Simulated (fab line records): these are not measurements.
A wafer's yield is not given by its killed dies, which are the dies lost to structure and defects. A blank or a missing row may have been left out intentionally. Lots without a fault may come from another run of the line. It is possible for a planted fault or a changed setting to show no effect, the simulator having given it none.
fab line records	flow nand_harc
record lots=5	wafers=13	last_day=31
route steps=1302 shown A_CHANNEL_HOLE_D2@570 END@1301
lots untouched by any fault: they come from a run of this same line in which no faults occurred
start_h: start of the lot's first displayed wafer, in hours after the record's first day	wait_h: hours from the lot's prior step to this one	" unchanged from the row above	L1.1+2: several wafers, shown together as one row	- either no value or no given start	* or withheld: withheld	< > ~ a bound
route shown NAME@n: a module of which the file shows steps, and the number in the route of the first	usual: mean/standard deviation of fault-free wafers	same: alike in all rows	chamber/n: place in a boat	sites: each site's reading	_std_site: the values' standard deviation	_edge_site: the outer-site mean with the inner-site mean subtracted	radius_mm: for every site, how far away it sits from the centre of the wafer	mask NAME#n: copy n	behind: the last tool/chamber to shape the wafer	hold: why the lot went on hold/how many hours it stayed there/how the hold came to an end	device: whichever transistor did not switch (one of n, p or np)	end of line: at the end of the route, the tests of the same wafers	a step given without rows: its recipe and nothing more	killed: not the wafer's yield, but the dies lost to structure and defects at the first sort	map: shows each die of a wafer: x if killed, . if not, _ if none is there
set.NAME: the setting the step ran with; set.NAME@STEP: the setting that earlier step ran with	model.NAME: the simulator's own value behind a step, which no gauge read
a table for each step, a row for each wafer; lots at some steps of the route
services: from which hour (start_h, from the record's first day; less than 0 if before it) a tool's chamber was out of use, for how many hours, and why
## steps
# step NHARC_A_CHANNEL_HOLE_D2_DEP_00
# recipe target_thk_a=31000	temp_c=400	material=aC
# step NHARC_A_CHANNEL_HOLE_D2_DEP_01
# recipe target_thk_a=1400	target_thk_nm=140	temp_c=400	pressure_torr=3.5	flow_sccm=200	rf_w=350	material=SiON
# step NHARC_A_CHANNEL_HOLE_D2_DEHYDRATE_02
# recipe temp_c=150	time_s=120
# step NHARC_A_CHANNEL_HOLE_D2_HMDS_03
# recipe time_s=30
# step NHARC_A_CHANNEL_HOLE_D2_COAT_36
# recipe temp_c=260	time_s=75
# step NHARC_A_CHANNEL_HOLE_D2_COAT_37
# recipe temp_c=225	time_s=65
# step NHARC_A_CHANNEL_HOLE_D2_COAT_04
# recipe spin_rpm=1500	resist_thk_nm=90
# step NHARC_A_CHANNEL_HOLE_D2_SOFTBAKE_05
# recipe temp_c=105	time_s=55
# step NHARC_A_CHANNEL_HOLE_D2_EBR_06
# step NHARC_A_CHANNEL_HOLE_D2_EXPOSE_07
# recipe na=1.35	target_cd_nm=100	sigma_outer=0.3	dose_mj=59.65	mask_id=HOLE_D2
# step NHARC_A_CHANNEL_HOLE_D2_PEB_08
# recipe peb_temp_c=100	peb_time_s=65
# usual heater_power_total_W=156.6/0.41
lot.wafer	tool	chamber	start_h	wait_h	heater_power_total_W
L889.1	litho_track-01	0	300.00	0.1	156.2
L889.2	"	0	"	"	156.2
L889.5	"	0	"	"	156.9
L899.1	litho_track-01	0	402.34	0.1	182.0
L899.2	"	0	"	"	156.0
L899.6	"	0	"	"	157.2
L898.5	litho_track-01	0	404.07	0.0	181.5
L898.6	"	0	"	"	157.0
L900.1	litho_track-01	0	410.86	0.1	182.9
L900.2	"	0	"	"	156.3
L907.1	litho_track-06	0	478.77	0.1	156.1
L907.3	"	0	"	"	156.8
L907.5	"	0	"	"	157.2
# step NHARC_A_CHANNEL_HOLE_D2_DEVELOP_09
# recipe develop_time_s=35	dev_temp_c=23
# step NHARC_A_CHANNEL_HOLE_D2_CD_MEAS_10
# recipe target_cd_nm=100	landing_energy_ev=500
# usual cd_nm=100.3/0.74
lot.wafer	tool	chamber	start_h	wait_h	cd_nm
L889.1	cd_sem-02	0	300.07	-	100.0
L889.2	"	0	"	"	99.1
L889.5	"	0	"	"	98.8
L899.1	cd_sem-03	0	402.42	-	92.2
L899.2	"	0	"	"	100.2
L899.6	"	0	"	"	100.6
L898.5	cd_sem-01	0	404.16	-	92.0
L898.6	"	0	"	"	99.2
L900.1	cd_sem-03	0	410.94	-	91.4
L900.2	"	0	"	"	98.4
L907.1	cd_sem-02	0	478.85	-	100.4
L907.3	"	0	"	"	99.9
L907.5	"	0	"	"	99.7
# step NHARC_A_CHANNEL_HOLE_D2_DESCUM_15
# recipe time_s=3	o2_flow_sccm=200	ar_flow_sccm=0	bias_power_w=0	chemistry=O2
# usual drypump_motor_current_A=5.9/0.35	mfc_ar_sccm=0.008/0.0087	oes_product_au=1.002/0.012	rf_vpp_V=57.8/0.9	showerhead_plenum_p_Torr=1.92/0.071	throttle_valve_pct=11.310/0.0084
lot.wafer	tool	chamber	start_h	wait_h	drypump_motor_current_A	mfc_ar_sccm	oes_product_au	rf_hours_counter_h	rf_vpp_V	showerhead_plenum_p_Torr	throttle_valve_pct	model.A_CHANNEL_HOLE_D2.cd_nm
L889.2	rie_diel-05	0	300.26	0.1	6.0	0	0.975	2.9	58.1	1.96	11.309	100.1
L889.1	"	1	"	"	5.9	0.015	1.007	2.8	58.1	2.01	11.320	99.18
L889.5	"	1	"	"	5.9	0.015	0.998	-	58.6	2.01	11.316	98.63
L899.1	rie_diel-05	0	402.60	0.1	6.0	0	0.988	9.3	59.1	1.96	11.307	92.39
L899.2	"	3	"	"	6.4	0.001	1.028	7.1	58.8	1.95	11.316	100.7
L899.6	"	1	"	"	5.9	0.015	1.008	-	57.5	2.01	11.296	100.7
L898.6	rie_diel-10	1	404.37	0.1	6.5	0.026	0.994	-	57.7	1.78	11.322	100.4
L898.5	"	2	"	"	6.0	0	1.003	-	57.4	1.78	11.308	92.1
L900.1	rie_diel-10	0	411.14	0.1	5.9	0	1.011	8.3	58.3	1.88	11.312	92.03
L900.2	"	1	"	"	6.5	0.026	1.006	8.0	57.6	1.77	11.324	99.5
L907.3	rie_diel-10	3	479.05	0.1	6.0	0.003	0.990	3.4	57.2	1.78	11.310	101
L907.1	"	0	"	"	5.9	0	1.004	4.1	56.9	1.88	11.329	100.8
L907.5	"	1	"	"	6.5	0.026	0.997	-	56.6	1.77	11.309	100.4
# step NHARC_A_CHANNEL_HOLE_D2_ETCH_38
# recipe target_depth_a=390	over_etch_frac=0.3	time_s=65	ion_energy_ev=80	cf4_flow_sccm=150	ar_flow_sccm=0	rf_w=300	bias_w=100	chemistry=CF4
# step NHARC_A_CHANNEL_HOLE_D2_ETCH_39
# recipe target_depth_a=2600	over_etch_frac=0.3	time_s=325	ion_energy_ev=200	n2_flow_sccm=150	h2_flow_sccm=150	ar_flow_sccm=0	rf_w=400	bias_w=150	chemistry=N2/H2
# step NHARC_A_CHANNEL_HOLE_D2_ETCH_34
# recipe target_depth_a=1540	time_s=77	cf4_flow_sccm=100	chf3_flow_sccm=30	ar_flow_sccm=0	rf_w=500	bias_w=200	chemistry=CF4/CHF3
# step NHARC_A_CHANNEL_HOLE_D2_ETCH_16
# recipe target_depth_a=31000	over_etch_frac=0.3	time_s=806	ion_energy_ev=150	o2_flow_sccm=400	cos_flow_sccm=20	ar_flow_sccm=0	rf_w=500	bias_w=300	chemistry=O2/COS
# step NHARC_A_CHANNEL_HOLE_D2_ETCH_19
# recipe bias_v=1200	source_w=2500	pressure_mtorr=15	time_s=34.5	ar_flow_sccm=375	c4f8_flow_sccm=28.8	o2_flow_sccm=96.2	temp_c=-20	target_depth_a=*	chemistry=C4F8/O2/Ar
# step NHARC_A_CHANNEL_HOLE_D2_ETCH_20
# recipe bias_v=3000	source_w=withheld	pressure_mtorr=20	time_s=361.9	ar_flow_sccm=375	c4f8_flow_sccm=89.3	o2_flow_sccm=35.7	temp_c=-20	target_depth_a=16000	chemistry=C4F8/O2/Ar
# step NHARC_A_CHANNEL_HOLE_D2_ETCH_21
# recipe bias_v=3000	source_w=withheld	pressure_mtorr=20	time_s=514.3	ar_flow_sccm=375	c4f8_flow_sccm=89.3	o2_flow_sccm=35.7	temp_c=-20	target_depth_a=16000	chemistry=C4F8/O2/Ar
# step NHARC_A_CHANNEL_HOLE_D2_ETCH_22
# recipe bias_v=3000	source_w=withheld	pressure_mtorr=20	time_s=666.7	ar_flow_sccm=375	c4f8_flow_sccm=89.3	o2_flow_sccm=35.7	temp_c=-20	target_depth_a=16000	chemistry=C4F8/O2/Ar
# step NHARC_A_CHANNEL_HOLE_D2_ETCH_23
# recipe bias_v=5000	source_w=withheld	pressure_mtorr=20	time_s=819	ar_flow_sccm=375	c4f8_flow_sccm=89.3	o2_flow_sccm=35.7	temp_c=-20	target_depth_a=16000	chemistry=C4F8/O2/Ar
# step NHARC_A_CHANNEL_HOLE_D2_ETCH_24
# recipe bias_v=5000	source_w=withheld	pressure_mtorr=20	time_s=906.2	ar_flow_sccm=375	c4f8_flow_sccm=93.8	o2_flow_sccm=31.2	temp_c=-20	target_depth_a=15000	chemistry=C4F8/O2/Ar
# step NHARC_A_CHANNEL_HOLE_D2_ETCH_25
# recipe bias_v=5000	source_w=withheld	pressure_mtorr=20	time_s=1040.2	ar_flow_sccm=375	c4f8_flow_sccm=93.8	o2_flow_sccm=31.2	temp_c=-20	target_depth_a=15000	chemistry=C4F8/O2/Ar
# step NHARC_A_CHANNEL_HOLE_D2_ETCH_26
# recipe bias_v=300	source_w=2000	pressure_mtorr=30	time_s=224.1	ar_flow_sccm=375	c4f8_flow_sccm=11.4	o2_flow_sccm=113.6	temp_c=-20	target_depth_a=3000	chemistry=C4F8/O2/Ar
# step NHARC_A_CHANNEL_HOLE_D2_ETCH_27
# recipe bias_v=400	source_w=2000	pressure_mtorr=25	time_s=90	ar_flow_sccm=375	c4f8_flow_sccm=41.7	o2_flow_sccm=83.3	temp_c=-20	target_depth_a=4000	chemistry=C4F8/O2/Ar
# step NHARC_A_CHANNEL_HOLE_D2_STRIP_41
# recipe n2_flow_sccm=150	h2_flow_sccm=150	ar_flow_sccm=0	bias_w=0	chemistry=N2/H2
# step NHARC_A_CHANNEL_HOLE_D2_STRIP_42
# recipe cf4_flow_sccm=100	chf3_flow_sccm=30	ar_flow_sccm=0	bias_w=0	chemistry=CF4/CHF3
# step NHARC_A_CHANNEL_HOLE_D2_STRIP_43
# recipe o2_flow_sccm=400	cos_flow_sccm=20	ar_flow_sccm=0	bias_w=0	chemistry=O2/COS
# step NHARC_A_CHANNEL_HOLE_D2_ETCH_44
# recipe target_depth_a=1400	overetch_a=140	time_s=77	ion_energy_ev=100	cf4_flow_sccm=80	o2_flow_sccm=20	ar_flow_sccm=0	rf_w=300	bias_w=100	chemistry=CF4/O2
# usual drypump_motor_current_A=5.9/0.35	mfc_ar_sccm=0.007/0.0083	oes_o_777_au=1.000/0.0039	oes_product_au=1.004/0.013	rf_vpp_V=197.7/1.3	showerhead_plenum_p_Torr=1.33/0.046	throttle_valve_pct=13.398/0.0087
lot.wafer	tool	chamber	start_h	wait_h	drypump_motor_current_A	mfc_ar_sccm	oes_o_777_au	oes_product_au	rf_hours_counter_h	rf_vpp_V	showerhead_plenum_p_Torr	throttle_valve_pct	model.A_CHANNEL_HOLE_D2.cd_nm
L889.1	rie_diel-07	1	306.21	0.1	6.0	0	1.002	1.001	0.0	197.7	1.33	13.399	89.15
L889.2	"	2	"	"	5.5	0	1.005	1.005	0.0	197.5	1.33	13.388	88.92
L889.5	"	3	"	"	5.3	0.010	1.001	1.000	-	198.5	1.35	13.408	89.28
L899.2	rie_diel-07	0	408.54	0.1	6.3	0.006	0.994	1.026	6.8	198.1	1.37	13.393	88.89
L899.1	"	2	"	"	5.5	0	1.001	0.997	5.1	198.0	1.33	13.400	80.85
L899.6	"	3	"	"	5.3	0.010	1.001	1.000	-	197.9	1.35	13.388	90.62
L898.5	rie_diel-10	0	410.29	0.1	5.9	0	1.003	1.018	-	197.9	1.31	13.387	80.82
L898.6	"	1	"	"	6.5	0.026	1.000	0.998	-	196.3	1.24	13.409	88.77
L900.2	rie_diel-07	0	417.64	0.1	6.2	0.006	0.999	1.019	7.7	198.2	1.37	13.392	88
L900.1	"	1	"	"	6.0	0	0.996	1.005	6.7	196.7	1.32	13.406	77.56
L907.3	rie_diel-07	1	484.93	0.1	6.0	0	1.002	0.989	0.1	198.4	1.32	13.391	85.22
L907.1	"	3	"	"	5.4	0.010	1.002	0.999	0.1	197.7	1.35	13.392	89.8
L907.5	"	0	"	"	6.3	0.006	1.008	1.006	-	198.4	1.37	13.404	90.13
# step NHARC_A_CHANNEL_HOLE_D2_STRIP_28
# recipe o2_flow_sccm=500	ar_flow_sccm=0	bias_w=0	chemistry=O2
# step NHARC_A_CHANNEL_HOLE_D2_PRECLEAN_29
# recipe time_s=*	temp_c=50	bath_age_min=0	chemistry=SC1
# step NHARC_A_CHANNEL_HOLE_D2_SRD_30
# step NHARC_A_CHANNEL_HOLE_D2_CD_MEAS_31
# usual cd_nm=89.4/1.7
lot.wafer	tool	chamber	start_h	wait_h	cd_nm
L889.1	cd_sem-03	-	307.00	-	88.2
L889.2	"	-	"	"	88.4
L889.5	"	-	"	"	88.8
L899.1	cd_sem-01	-	409.33	-	80.4
L899.2	"	-	"	"	88.4
L899.6	"	-	"	"	90.2
L898.5	cd_sem-01	-	411.08	-	82.1
L898.6	"	-	"	"	89.1
L900.1	cd_sem-01	-	418.41	-	76.9
L900.2	"	-	"	"	87.7
L907.1	cd_sem-02	-	485.72	-	89.3
L907.3	"	-	"	"	84.7
L907.5	"	-	"	"	89.5
# step NHARC_A_CHANNEL_HOLE_D2_XSEM_32
# recipe landing_energy_ev=35000
# usual bot_cd_nm=74.0/1.8	bow_nm=8.7/0.34	tilt_deg=0.064/0.03
lot.wafer	tool	chamber	start_h	wait_h	bot_cd_nm	bow_nm	tilt_deg
L889.1	xsem-01	0	307.08	0.1	72.2	9.1	0.049
L889.2	"	0	"	"	72.2	9.0	0.048
L889.5	"	0	"	"	72.8	9.1	0.048
L899.1	xsem-02	0	409.42	0.1	64.2	8.3	0.032
L899.2	"	0	"	"	71.8	8.2	0.031
L899.6	"	0	"	"	74.1	8.2	0.031
L898.5	xsem-01	0	411.17	0.1	66.5	8.4	0.122
L898.6	"	0	"	"	73.9	8.4	0.124
L900.1	xsem-02	0	418.50	0.1	61.9	8.5	0.085
L900.2	"	0	"	"	71.8	8.4	0.086
L907.1	xsem-02	0	485.81	0.1	74.0	8.7	0.132
L907.3	"	0	"	"	70.5	8.7	0.133
L907.5	"	0	"	"	74.7	8.7	0.131
# step NHARC_END_WLT_00
# usual VT_DECK1_BOTTOM=0.871/0.0067	VT_DECK1_BOTTOM_INNER=0.871/0.0073	VT_DECK1_MEDIAN_NEAR_BOTTOM=0.872/0.0071	VT_DECK1_MEDIAN_NEAR_BOTTOM_INNER=0.872/0.0073	VT_DECK1_MIDDLE=0.885/0.0058	VT_DECK1_MIDDLE_INNER=0.885/0.0063	VT_DECK1_TOP=0.897/0.0061	VT_DECK1_TOP_INNER=0.897/0.0062	VT_DECK2_BOTTOM=0.869/0.0078	VT_DECK2_BOTTOM_INNER=0.868/0.0078	VT_DECK2_MEDIAN_NEAR_BOTTOM=0.870/0.007	VT_DECK2_MEDIAN_NEAR_BOTTOM_INNER=0.871/0.0079	VT_DECK2_MIDDLE=0.883/0.007	VT_DECK2_MIDDLE_INNER=0.884/0.0064	VT_DECK2_TOP=0.896/0.0062	VT_DECK2_TOP_INNER=0.896/0.0067
lot.wafer	tool	chamber	start_h	wait_h	VT_DECK1_BOTTOM	VT_DECK1_BOTTOM_INNER	VT_DECK1_MEDIAN_NEAR_BOTTOM	VT_DECK1_MEDIAN_NEAR_BOTTOM_INNER	VT_DECK1_MIDDLE	VT_DECK1_MIDDLE_INNER	VT_DECK1_TOP	VT_DECK1_TOP_INNER	VT_DECK2_BOTTOM	VT_DECK2_BOTTOM_INNER	VT_DECK2_MEDIAN_NEAR_BOTTOM	VT_DECK2_MEDIAN_NEAR_BOTTOM_INNER	VT_DECK2_MIDDLE	VT_DECK2_MIDDLE_INNER	VT_DECK2_TOP	VT_DECK2_TOP_INNER
L889.1	prober-02	-	609.31	19.2	0.883	0.882	0.883	0.885	0.884	0.890	0.902	0.902	0.872	0.862	0.869	0.867	0.887	0.881	0.903	0.902
L889.2	"	-	"	"	0.886	0.874	0.877	0.877	0.892	0.893	0.904	0.901	0.861	0.869	0.869	0.869	0.894	0.880	0.899	0.904
L889.5	"	-	611.29	21.1	0.869	0.872	0.886	0.873	0.893	0.880	0.898	0.898	0.875	0.876	0.871	0.867	0.882	0.893	0.897	0.896
L899.1	prober-02	-	659.55	7.9	0.874	0.868	0.873	0.885	0.900	0.892	0.902	0.910	0.839	0.842	0.851	0.843	0.856	0.857	0.880	0.876
L899.2	"	-	"	"	0.864	0.860	0.872	0.874	0.894	0.887	0.902	0.902	0.861	0.866	0.867	0.872	0.882	0.884	0.900	0.894
L899.6	"	-	662.03	10.4	0.872	0.866	0.873	0.878	0.888	0.886	0.901	0.888	0.869	0.869	0.871	0.867	0.889	0.882	0.894	0.900
L900.1	prober-01	-	667.18	0.0	0.871	0.863	0.881	0.869	0.880	0.877	0.898	0.896	0.825	0.826	0.832	0.831	0.852	0.854	0.865	0.872
L900.2	"	-	"	"	0.867	0.867	0.869	0.868	0.887	0.881	0.894	0.907	0.857	0.863	0.865	0.862	0.882	0.887	0.890	0.895
L898.5	prober-02	-	669.20	2.1	0.877	0.871	0.874	0.879	0.885	0.885	0.895	0.896	0.853	0.844	0.843	0.851	0.866	0.862	0.872	0.877
L898.6	"	-	"	"	0.866	0.863	0.871	0.869	0.880	0.869	0.888	0.892	0.856	0.871	0.860	0.870	0.884	0.875	0.893	0.897
L907.1	prober-02	-	744.50	0.1	0.884	0.891	0.875	0.876	0.884	0.890	0.902	0.895	0.855	0.854	0.864	0.867	0.874	0.874	0.893	0.895
L907.3	"	-	745.51	1.1	0.866	0.873	0.880	0.880	0.886	0.876	0.893	0.890	0.853	0.847	0.853	0.861	0.878	0.866	0.887	0.893
L907.5	"	-	746.52	2.1	0.867	0.857	0.874	0.872	0.877	0.884	0.898	0.902	0.854	0.865	0.864	0.866	0.877	0.874	0.887	0.892
# step NHARC_END_SORT_01
# recipe temp_c=25
# usual killed_at_array=46/15	killed_at_other=1.0/1.3	killed_at_periphery=4/3	killed_dies=51/15	killed_open=3.2/1.8	killed_short=2.5/1.5
# same gross_dies=677
lot.wafer	tool	chamber	start_h	wait_h	killed_at_array	killed_at_other	killed_at_periphery	killed_dies	killed_open	killed_short
L899.1	prober-02	0	662.53	2.5	28	0	4	32	6	3
# killed by level:class
L899.1 A_CHANNEL_HOLE_D2:chamber_film_flake=6 A_SLIT:chamber_film_flake=6 A_CHANNEL_HOLE_D1:chamber_film_flake=4 A_M1:geometric_particle:open=3 P_GATE:geometric_particle:short=1 P_CONTACT:geometric_particle:open=1 A_ONON_D2:geometric_particle:short=1 A_SGD_CUT:geometric_particle:open=1
## services
tool	chamber	start_h	hours	kind
rie_diel-10	-	276.55	0.3	repair
rie_diel-10	0	281.81	17.0	repair
rie_diel-07	-	294.20	9.0	pm
rie_diel-07	0	294.20	9.2	vent_cycle
rie_diel-07	1	294.20	9.2	vent_cycle
rie_diel-07	2	294.20	9.2	vent_cycle
rie_diel-07	3	294.20	9.2	vent_cycle
rie_diel-07	0	327.70	-	clean
rie_diel-07	1	327.70	-	clean
rie_diel-07	2	327.70	-	clean
litho_track-01	-	330.00	7.0	pm
rie_diel-07	1	343.06	8.8	repair
litho_track-06	-	354.00	7.0	pm
rie_diel-05	1	359.38	5.8	repair
rie_diel-07	2	366.39	3.3	repair
xsem-01	-	374.00	14.0	pm
rie_diel-05	3	390.73	10.3	repair
rie_diel-05	-	406.93	9.0	pm
rie_diel-10	-	419.50	9.0	pm
rie_diel-07	2	428.75	9.4	repair
rie_diel-07	0	455.11	15.3	repair
rie_diel-10	0	468.17	1.2	repair
rie_diel-10	1	469.74	4.1	repair
rie_diel-07	-	471.20	9.0	pm
## key
first_sign step=NHARC_A_CHANNEL_HOLE_D2_PEB_08	reading=heater_power_total_W	direction=up	sigmas=63	usual=*	struck=*
effect step=NHARC_A_CHANNEL_HOLE_D2_CD_MEAS_10	reading=cd_nm	direction=down	sigmas=11	usual=100.3	struck=91.9
effect step=NHARC_A_CHANNEL_HOLE_D2_CD_MEAS_31	reading=cd_nm	direction=down	sigmas=5.7	usual=89.4	struck=79.8
effect step=NHARC_A_CHANNEL_HOLE_D2_XSEM_32	reading=bot_cd_nm	direction=down	sigmas=5.3	usual=74.0	struck=64.2
effect step=NHARC_END_WLT_00	reading=VT_DECK2_MEDIAN_NEAR_BOTTOM	direction=down	sigmas=4.1	usual=0.870	struck=0.842
model_effect step=NHARC_A_CHANNEL_HOLE_D2_DESCUM_15	value=A_CHANNEL_HOLE_D2.cd_nm	without=100.4	struck=92.17
model_effect step=NHARC_A_CHANNEL_HOLE_D2_ETCH_44	value=A_CHANNEL_HOLE_D2.cd_nm	without=87.96	struck=79.74
met_at NHARC_A_CHANNEL_HOLE_D2_PEB_08
struck_wafers L898.5,L899.1,L900.1
sort_left_out L898.5,L900.1
tester_left_out L898,L899,L900
onset_between 300.00 402.34
fault kind=process_parameter_drift	tool=litho_track-01	chamber=-	onset_h=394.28	steps=NHARC_A_CHANNEL_HOLE_D2_PEB_08	channel=peb_time_s	offset=*	shape=step	end_h=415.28	scope=struck_wafers_only	acts_in=*	stated=*
# tester_left_out: of these lots the tester's yield and bins aren't shown, on N5 and GAA mostly nor the transistor test; their killed dies are dies lost to structure and defects alone, not to doping, threshold or leakage, so they don't give the yield
# sort_left_out: the simulated sort isn't trusted on such a fault, so these wafers' sort isn't shown, and their yield isn't known
